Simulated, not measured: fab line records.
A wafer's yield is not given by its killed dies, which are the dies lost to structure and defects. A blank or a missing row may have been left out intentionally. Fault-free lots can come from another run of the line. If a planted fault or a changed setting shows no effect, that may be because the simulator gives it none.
Split-lot study -- flow n5Finfet -- 39 wafers read across 7 lots, on a route 1938 steps long

== ON THE SPLIT ==
At N5_SD_EPI_N_EPI_21 (deposits Si:P, time 690 s), the setting dopantConcCm3 was moved away from the recipe's 2e+21 on 12 of the 39 wafers read, by -15.9% to +15.2%. This setting was run at the recipe's value on the other wafers.

== FROM THE SPLIT TO THE READING: what the file shows between them, 3 steps ==
- N5_SD_EPI_N_PRECLEAN_24: cleans in O3/DIW, time 60 s
- N5_SD_ACTIVATION_RTA_00: time 0 s
- N5_SD_ACTIVATION_LSA_01: time 0.0008 s

== THE READING ==
At N5_SD_ACTIVATION_RS_MEAS_03, a four-point-probe measurement gives RS_SD_N in ohm/sq. On this fab line, fault-free wafers typically give 21.89 ohm/sq with a standard deviation of 0.27 ohm/sq.

wafer,"tool, chamber at the split",dopantConcCm3 as run,against the recipe,"RS_SD_N, ohm/sq",against lot-mates on the recipe
L078.1,"epiRpcvd-04, 0",2e+21,recipe,22.15,-
L078.2,"epiRpcvd-04, 0",1.682e+21,-15.9%,23.05,+0.85
L078.3,"epiRpcvd-04, 0",2e+21,recipe,22.23,-
L078.4,"epiRpcvd-04, 0",1.682e+21,-15.9%,23.28,+1.08
L078.5,"epiRpcvd-04, 0",1.682e+21,-15.9%,23.89,+1.69
L078.6,"epiRpcvd-04, 0",2e+21,recipe,22.22,-
L079.1,"epiRpcvd-02, 0",2e+21,recipe,21.74,-
L079.2,"epiRpcvd-02, 0",2e+21,recipe,21.93,-
L079.3,"epiRpcvd-02, 0",2e+21,recipe,22.01,-
L079.4,"epiRpcvd-02, 0",2e+21,recipe,21.94,-
L079.5,"epiRpcvd-02, 0",2e+21,recipe,22.01,-
L079.6,"epiRpcvd-02, 0",2e+21,recipe,21.84,-
L081.1,"epiRpcvd-03, 0",2e+21,recipe,21.62,-
L081.2,"epiRpcvd-03, 0",2e+21,recipe,21.86,-
L081.3,"epiRpcvd-03, 0",1.697e+21,-15.1%,22.92,+1.13
L081.4,"epiRpcvd-03, 0",1.697e+21,-15.1%,22.76,+0.97
L081.5,"epiRpcvd-03, 0",2e+21,recipe,21.90,-
L081.6,"epiRpcvd-03, 0",1.697e+21,-15.1%,22.48,+0.69
L084.1,"epiRpcvd-04, 0",2e+21,recipe,21.66,-
L084.2,"epiRpcvd-04, 0",2e+21,recipe,21.57,-
L084.3,"epiRpcvd-04, 0",2.304e+21,+15.2%,20.86,-0.71
L084.4,"epiRpcvd-04, 0",2.304e+21,+15.2%,20.90,-0.67
L084.5,"epiRpcvd-04, 0",2e+21,recipe,21.47,-
L084.6,"epiRpcvd-04, 0",2.304e+21,+15.2%,21.05,-0.52
L085.2,"epiRpcvd-02, 0",2e+21,recipe,21.93,-
L085.5,"epiRpcvd-02, 0",2e+21,recipe,22.04,-
L085.6,"epiRpcvd-02, 0",2e+21,recipe,21.53,-
L087.1,"epiRpcvd-04, 0",2e+21,recipe,21.62,-
L087.2,"epiRpcvd-04, 0",2e+21,recipe,22.12,-
L087.3,"epiRpcvd-04, 0",2e+21,recipe,21.59,-
L087.4,"epiRpcvd-04, 0",2e+21,recipe,21.46,-
L087.5,"epiRpcvd-04, 0",2e+21,recipe,21.96,-
L087.6,"epiRpcvd-04, 0",2e+21,recipe,21.68,-
L097.1,"epiRpcvd-02, 0",2.138e+21,+6.9%,21.07,-0.66
L097.2,"epiRpcvd-02, 0",2.138e+21,+6.9%,21.41,-0.32
L097.3,"epiRpcvd-02, 0",2.138e+21,+6.9%,21.27,-0.46
L097.4,"epiRpcvd-02, 0",2e+21,recipe,21.66,-
L097.5,"epiRpcvd-02, 0",2e+21,recipe,21.85,-
L097.6,"epiRpcvd-02, 0",2e+21,recipe,21.67,-

THE FIT
A straight line over all 39 wafers: RS_SD_N changes by -0.0735 ohm/sq for each +1% of dopantConcCm3; r = -0.91; the points scatter about the line by 0.27 ohm/sq.
The same after taking each lot's own level away (the mean of its wafers on the recipe; 39 wafers): -0.0601 ohm/sq for each +1%; r = -0.92; scatter 0.2 ohm/sq.
Per that fit: largest dopantConcCm3 move, reading shift of 0.96 ohm/sq.
The span of the lots' own levels, 21.567 to 22.200 ohm/sq, comes to 2.3 times the standard deviation stated above.
So the slope is not independent of the lot-to-lot level: the two fits are not the same.
Check: with one of the wafers moved furthest among these (-15.9%) left out of the fit, the line predicts +1.01 ohm/sq for it against its lot-mates. Against them it came out at +0.85 ohm/sq.

== THE OTHER SPLITS THESE WAFERS WENT THROUGH ==
Before the reading, these wafers also passed through other splits. Each is held against what the fit with the lots' levels taken away leaves over:
other split on the same wafers,wafers away from the commonest value,r with RS_SD_N (lot level and that fit taken away)
N5_WELL_APT_IMPLANT_14 energyKev,15,+0.01
N5_FIN_SAQP_MANDREL_ETCH_22 targetDepthA,15,-0.18
N5_DUMMY_GATE_ETCH_37 sourceW,9,-0.28
N5_DUMMY_GATE_ETCH_31 targetDepthA,12,-0.35

== FILE'S OWN FIT ==
RS_SD_N changes by -0.0605 ohm/sq for each +1% of dopantConcCm3, r = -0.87.
